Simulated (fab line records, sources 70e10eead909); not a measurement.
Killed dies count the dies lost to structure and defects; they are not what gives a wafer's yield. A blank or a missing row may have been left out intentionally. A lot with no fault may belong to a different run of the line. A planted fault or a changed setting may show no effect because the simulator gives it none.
Which tool was responsible? | flow nandHarc | route of 1302 steps, sampled at 1 step: 12 lots, 36 wafers

## WHAT THE GAUGES READ, wafer by wafer
NHARC_P_M2_THK_MEAS_24: measures by xrf.
lot  | measured     | on           | thkNm (nm)
L075 | day 6 22:47  | filmMetro-01 | 144.8 145.8 144.3
L077 | day 7 22:52  | filmMetro-01 | 145.5 142.4 145.7
L078 | day 8 10:47  | filmMetro-01 | 143.9 146.0 144.5
L081 | day 9 15:55  | filmMetro-02 | 144.6 147.5 141.7
L083 | day 10 05:29 | filmMetro-01 | 146.6 143.2 143.9
L085 | day 11 06:40 | filmMetro-02 | 145.8 142.9 144.0
L087 | day 12 00:25 | filmMetro-02 | 143.8 141.6 144.7
L089 | day 12 13:04 | filmMetro-02 | 143.5 144.6 142.6
L091 | day 13 15:28 | filmMetro-02 | 145.4 143.8 139.6
L093 | day 14 08:08 | filmMetro-01 | 143.2 143.7 145.7
L096 | day 15 09:58 | filmMetro-01 | 145.8 145.8 145.1
L097 | day 15 22:48 | filmMetro-01 | 143.9 143.7 142.8

## TOOL THAT RAN EACH LOT (tool first, then ch and the chambers of the sampled wafers, then the start)
The record holds no process step before these readings.

## THE ANSWER, worked out from the rows above alone
Rule: what is usual is taken from the lots themselves. Put in order of their means at a reading, lots are off if they are a third of the lots or fewer, leave a main group of 4 or more, and stand apart from it by a gap of 3 or more times the standard deviation of the main group's means; of several such gaps the widest counts. The tables above print the reading to a certain number of digits; a main group whose means all agree to those digits is not used. A lot without any number at a reading at which 4 lots or more have one is off too. The other lots that the step has rows for count as sound.
Across all readings shown, no lot is off: no conclusion can be drawn from this.

## WHAT THE SIMULATOR PUT IN
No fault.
